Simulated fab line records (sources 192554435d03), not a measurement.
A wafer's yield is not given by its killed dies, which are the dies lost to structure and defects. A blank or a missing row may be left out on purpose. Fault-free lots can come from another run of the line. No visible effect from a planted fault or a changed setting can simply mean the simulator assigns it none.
The same fault as seen by 3 desks || flow n5 finfet || every desk sees just its own numbers, and what lay behind them comes last

== THE METROLOGY DESK ==
What the gauges read, lot by lot, whatever tool the lot ran on: means of the sampled wafers that have a number. A lot is out of limits, marked OUT, if its mean lies more than 4 standard deviations from the usual mean; the brackets give that distance.
Columns: A = cd nm at N5_HKMG_FIN_CD_MEAS_49, usual 202.1 nm; B = NDIPOLE_OVL at N5_HKMG_FIN_OVL_MEAS_50, usual 0.1 nm
{"lot": "L785", "first seen here": "day 4 13:31", "A": 202.2, "B": 0.2}
{"lot": "L789", "first seen here": "day 5 14:53", "A": 202.6, "B": -0.5}
{"lot": "L800", "first seen here": "day 8 06:06", "A": 202.1, "B": 0.8}
{"lot": "L802", "first seen here": "day 8 20:16", "A": 200.9, "B": 0.9}
{"lot": "L803", "first seen here": "day 9 03:59", "A": 202.1, "B": -0.7}
{"lot": "L806", "first seen here": "day 9 21:47", "A": 203.0, "B": 0.7}
This desk found nothing out of limits on any of the 6 lots.

== THE DEFECT DESK ==
Per lot, the means of the sampled wafers with a number show what the inspections along the route counted. A lot is out of limits, marked OUT, if its mean lies more than 4 standard deviations from the usual mean; the brackets give that distance.
Columns: A = raw defect count at N5_DUMMY_REMOVAL_INSPECT_06, usual 12; B = raw defect count at N5_HKMG_FIN_INSPECT_61, usual 1.9
{"lot": "L785", "first seen here": "day 4 12:13", "A": 10, "B": 2.3}
{"lot": "L789", "first seen here": "day 5 13:32", "A": 18, "B": 4.7}
{"lot": "L800", "first seen here": "day 8 04:31", "A": 5, "B": 2.0}
{"lot": "L802", "first seen here": "day 8 18:58", "A": 8, "B": 1.0}
{"lot": "L803", "first seen here": "day 8 23:31", "A": 29, "B": 1.3}
{"lot": "L806", "first seen here": "day 9 20:36", "A": 19, "B": 1.3}
This desk found nothing out of limits on any of the 6 lots.

== FOR THE TOOL OWNER'S DESK: litho track-02 ==
The tool's own readings at N5_HKMG_FIN_COAT_41 (time 60 s, resist thk 300 nm): means of the sampled wafers that have a number, for each lot that ran on this tool. A lot is out of limits, marked OUT, if its mean lies more than 4 standard deviations from the usual mean; the brackets give that distance.
Columns: A = exhaust pa at N5_HKMG_FIN_COAT_41, usual 44.9 Pa; B = spin speed rpm at N5_HKMG_FIN_COAT_41, usual 1500.1 rpm
{"lot": "L785", "first seen here": "day 4 13:09", "A": 45.8, "B": 1500.8}
{"lot": "L800", "first seen here": "day 8 05:44", "A": 45.4, "B": "1339.0 (-99 or more) OUT"}
{"lot": "L802", "first seen here": "day 8 19:54", "A": 43.9, "B": "1338.3 (-99 or more) OUT"}
Finding of this desk: L800, L802 out of limits; the first was L800 at day 8 05:44, on spin speed rpm at N5_HKMG_FIN_COAT_41. In limits: L785.

== BROUGHT TOGETHER ==
At day 8 05:44, on L800, L802, the tool owner's desk was in a position to raise an alarm.
Nothing out of limits was seen by the metrology desk.
No out-of-limits result turned up at the defect desk.
The metrology desk has L800, L802 on record, within its limits.
The defect desk has L800, L802 on record, within its limits.
Every lot named ran N5_HKMG_FIN_COAT_41 on litho track-02.

== WHAT WAS PUT IN BY THE SIMULATOR ==
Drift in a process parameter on litho track-02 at N5_HKMG_FIN_COAT_41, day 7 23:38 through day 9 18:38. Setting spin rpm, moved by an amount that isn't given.
Struck lots among those shown: L800, L802.
Time in hours from fault onset to the first out-of-limits reading at each desk: the tool owner's desk, 6.
